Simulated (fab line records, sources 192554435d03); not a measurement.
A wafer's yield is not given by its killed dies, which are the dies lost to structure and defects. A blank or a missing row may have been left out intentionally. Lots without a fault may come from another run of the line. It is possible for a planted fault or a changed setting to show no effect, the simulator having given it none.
3 desks, one fault :: flow n5 finfet :: what lay behind the numbers comes last; until then each desk has only its own

THE DEFECT DESK
Counts from the inspections along the route, per lot, as means over the sampled wafers that have a number. A lot is out of limits, marked OUT, if its mean lies more than 4 standard deviations from the usual mean; the brackets give that distance.
Columns: A = raw defect count at N5_BEOL_M3_INSPECT_59, usual 70
lot: L903
first seen here: day 9 11:01
A: 47

lot: L905
first seen here: day 9 20:52
A: 89

lot: L911
first seen here: day 11 11:19
A: 81

lot: L917
first seen here: day 13 18:56
A: 44

lot: L916
first seen here: day 14 03:08
A: 70

lot: L920
first seen here: day 14 03:47
A: 96
This desk's finding: nothing out of limits on any of the 6 lots.

AT THE METROLOGY DESK
Means of the sampled wafers that have a number, per lot and without regard to the tool the lot ran on: this is what the gauges read. A lot is out of limits, marked OUT, if its mean lies more than 4 standard deviations from the usual mean; the brackets give that distance. Only the readings that lie furthest out on some lot appear, 7 of the 13 it has.
Columns: A = M3_THK at N5_BEOL_M3_THK_MEAS_53, usual 39.5 nm; B = DIBL_N at N5_BEOL_M4_RC_MEAS_101, usual 36.3 mV/V; C = DIBL_P at N5_BEOL_M4_RC_MEAS_101, usual 36.3 mV/V; D = ION_N at N5_BEOL_M4_RC_MEAS_101, usual 675 uA/um; E = ION_P at N5_BEOL_M4_RC_MEAS_101, usual 462 uA/um; F = VT_N at N5_BEOL_M4_RC_MEAS_101, usual 249.5 mV; G = VT_P at N5_BEOL_M4_RC_MEAS_101, usual -250.1 mV
lot: L903
first seen here: day 9 10:43
A: 38.3
B: 38.0
C: 37.6
D: 668
E: 452
F: 250.8
G: -252.6

lot: L905
first seen here: day 9 20:35
A: 39.1
B: 37.7
C: 37.3
D: 687
E: 466
F: 250.6
G: -250.3

lot: L911
first seen here: day 11 11:02
A: 38.8
B: 36.4
C: 36.0
D: 689
E: 473
F: 245.3
G: -245.6

lot: L917
first seen here: day 13 18:31
A: 38.1
B: 37.6
C: 38.2
D: 683
E: 468
F: 247.4
G: -248.7

lot: L916
first seen here: day 14 02:50
A: 37.1
B: 36.3
C: 34.9
D: 678
E: 464
F: 250.9
G: -250.0

lot: L920
first seen here: day 14 03:30
A: 39.1
B: 35.3
C: 35.3
D: 674
E: 461
F: 251.7
G: -251.9
This desk's finding: nothing out of limits on any of the 6 lots.

DESK OF THE TOOL OWNER: litho track-02
The tool's own readings at N5_BEOL_M4_COAT_61 (time 60 s, resist thk 60 nm): means of the sampled wafers that have a number, for each lot that ran on this tool. A lot is out of limits, marked OUT, if its mean lies more than 4 standard deviations from the usual mean; the brackets give that distance.
Columns: A = heater power total W at N5_BEOL_M4_COAT_61, usual 500.4 W; B = run length s at N5_BEOL_M4_COAT_61, usual 66.28 s; C = spin speed rpm at N5_BEOL_M4_COAT_61, usual 1500.1 rpm
lot: L905
first seen here: day 9 22:01
A: 616.2 (+61) OUT
B: 51.37 (-62) OUT
C: 1499.7

lot: L911
first seen here: day 11 11:40
A: 611.6 (+59) OUT
B: 51.39 (-62) OUT
C: 1499.2

lot: L916
first seen here: day 14 04:14
A: 502.5
B: 66.56
C: 1500.1
This desk's verdict: out of limits on L905, L911, starting with L905 at day 9 22:01 (heater power total W at N5_BEOL_M4_COAT_61). Within limits: L916.

TAKEN TOGETHER
At day 9 22:01, on L905, L911, the tool owner's desk was in a position to raise an alarm.
Nothing the defect desk looked at was out of limits.
Metrology desk: nothing out of limits seen.
The defect desk has L905, L911 on record, within its limits.
The metrology desk has L905, L911 on record, within its limits.
The lots listed all ran N5_BEOL_M4_COAT_61 on litho track-02.

WHAT THE SIMULATOR HAD INSERTED
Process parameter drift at N5_BEOL_M4_COAT_61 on litho track-02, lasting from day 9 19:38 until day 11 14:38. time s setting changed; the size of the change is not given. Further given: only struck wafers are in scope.
Struck lots among those shown: L905, L911.
How many hours passed from the start of the fault until each desk's first out-of-limits reading: the tool owner's desk, 2.
